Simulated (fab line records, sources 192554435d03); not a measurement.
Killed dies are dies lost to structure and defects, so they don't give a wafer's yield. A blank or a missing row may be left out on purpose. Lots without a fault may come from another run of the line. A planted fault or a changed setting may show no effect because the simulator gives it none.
Chamber matching | flow n5_finfet | N5_BEOL_M1_PRE_CLEAN_60 on cvd_co-02: 3 sister chambers
The step time 15 s. 3 wafers are shown with their chamber, then 12 later ones without.

WAFERS WITH THEIR CHAMBER
wafer  | chamber | heater_power_w (W)
L089.1 | 2       | 73
L089.3 | 1       | 89
L089.4 | 0       | 76

WAFERS WITHOUT THEIR CHAMBER
wafer  | heater_power_w (W)
L090.1 | 84
L090.2 | 78
L090.6 | 78
L091.1 | 82
L091.2 | 74
L091.3 | 75
L095.2 | 85
L095.3 | 73
L095.5 | 73
L097.4 | 78
L097.5 | 73
L097.6 | 84

WHICH CHAMBER EACH WENT THROUGH
wafer  | from the rows above          | in truth
L090.1 | can't be placed: 1 or 0 or 2 | 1
L090.2 | can't be placed: 0 or 2      | 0
L090.6 | can't be placed: 0 or 2      | 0
L091.1 | can't be placed: 0 or 1 or 2 | 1
L091.2 | can't be placed: 2 or 0      | 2
L091.3 | can't be placed: 0 or 2      | 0
L095.2 | can't be placed: 1 or 0      | 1
L095.3 | can't be placed: 2 or 0      | 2
L095.5 | can't be placed: 2 or 0      | 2
L097.4 | can't be placed: 0 or 2      | 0
L097.5 | can't be placed: 2 or 0      | 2
L097.6 | can't be placed: 1 or 0 or 2 | 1
Placed correctly: 0 of 12. Can't be placed from these rows: 12 (the true chamber is among the candidates in 12). Placed wrongly: 0.
How it was worked out, from the rows above alone: a wafer's distance from a chamber is the root of the sum, over the readings, of the square of ((its reading less the chamber's mean) divided by the reading's scatter). The wafer belongs to the nearest chamber; if the next one is less than 2 further off, it can't be placed. A chamber's mean is the mean of its shown wafers. The scatter: with one shown wafer a chamber, the root of the mean of the squares of how far each hidden wafer lies from its nearest shown one.
